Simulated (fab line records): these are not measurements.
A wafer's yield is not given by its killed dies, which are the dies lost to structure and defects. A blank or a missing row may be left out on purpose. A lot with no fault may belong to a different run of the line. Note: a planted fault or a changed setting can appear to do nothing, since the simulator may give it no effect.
The tool behind it: which one? / flow n5_finfet / 7 lots, 21 wafers sampled, at 3 steps of a route of 1938

== WHAT THE GAUGES SHOWED, per wafer ==
N5_WELL_APT_CD_MEAS_25: the cd target is 200 nm.
lot=L280; measured=day 1 20:54; on=cd_sem-01; cd_nm (nm)=198.2 197.4 199.4
lot=L283; measured=day 2 14:52; on=cd_sem-03; cd_nm (nm)=197.6 196.4 197.3
lot=L285; measured=day 3 03:21; on=cd_sem-03; cd_nm (nm)=199.6 196.6 199.2
lot=L287; measured=day 3 17:38; on=cd_sem-02; cd_nm (nm)=197.2 194.5 197.4
lot=L290; measured=day 4 08:59; on=cd_sem-02; cd_nm (nm)=- - -
lot=L300; measured=day 6 21:01; on=cd_sem-01; cd_nm (nm)=200.7 198.8 197.9
lot=L302; measured=day 7 08:55; on=cd_sem-02; cd_nm (nm)=197.0 196.4 192.5

== TOOL THAT RAN EACH LOT (tool first, then ch and the chambers of the sampled wafers, then the start) ==
lot=L280; N5_WELL_APT_DESCUM_13=rie_diel-01 ch 0,1,3, day 1 19:43; N5_WELL_APT_DEVELOP_24=litho_track-04 ch 0, day 1 20:47
lot=L283; N5_WELL_APT_DESCUM_13=rie_diel-01 ch 1,3, day 2 13:40; N5_WELL_APT_DEVELOP_24=litho_track-05 ch 0, day 2 14:46
lot=L285; N5_WELL_APT_DESCUM_13=rie_diel-03 ch 0,1,3, day 3 01:56; N5_WELL_APT_DEVELOP_24=litho_track-01 ch 0, day 3 03:14
lot=L287; N5_WELL_APT_DESCUM_13=rie_diel-03 ch 0,3, day 3 13:49; N5_WELL_APT_DEVELOP_24=litho_track-05 ch 0, day 3 17:31
lot=L290; N5_WELL_APT_DESCUM_13=rie_diel-01 ch 2,3, day 4 07:48; N5_WELL_APT_DEVELOP_24=litho_track-05, day 4 08:52
lot=L300; N5_WELL_APT_DESCUM_13=rie_diel-03 ch 0,2, day 6 19:59; N5_WELL_APT_DEVELOP_24=litho_track-01 ch 0, day 6 20:55
lot=L302; N5_WELL_APT_DESCUM_13=rie_diel-01 ch 1,2, day 7 07:53; N5_WELL_APT_DEVELOP_24=litho_track-05 ch 0, day 7 08:49
- N5_WELL_APT_DESCUM_13: chemistry O2, time 7.9 s.
- N5_WELL_APT_DEVELOP_24: develop time 45 s.

== THE ANSWER, worked out from the rows above alone ==
Rule: the lots themselves supply what counts as usual. Put in order of their means at a reading, lots are off if they are a third of the lots or fewer, leave a main group of 4 or more, and stand apart from it by a gap of 3 or more times the standard deviation of the main group's means; of several such gaps the widest counts. Not used: any main group whose means are identical at the precision the tables above print for the reading. A lot without any number at a reading at which 4 lots or more have one is off too. Where the step has rows for the other lots, those lots are counted as sound.
Off, at N5_WELL_APT_CD_MEAS_25 on cd_nm: L290. Without a number there: L290. The main group has a mean of 197.4 nm with a standard deviation of 1.3.
If a tool, at a process step before that reading, ran all the lots that are off and no sound lot after the first of them, it fits. The gauges at N5_WELL_APT_CD_MEAS_25 are tried like those tools. None of those tried fits.

== WHAT THE SIMULATOR HAD INSERTED ==
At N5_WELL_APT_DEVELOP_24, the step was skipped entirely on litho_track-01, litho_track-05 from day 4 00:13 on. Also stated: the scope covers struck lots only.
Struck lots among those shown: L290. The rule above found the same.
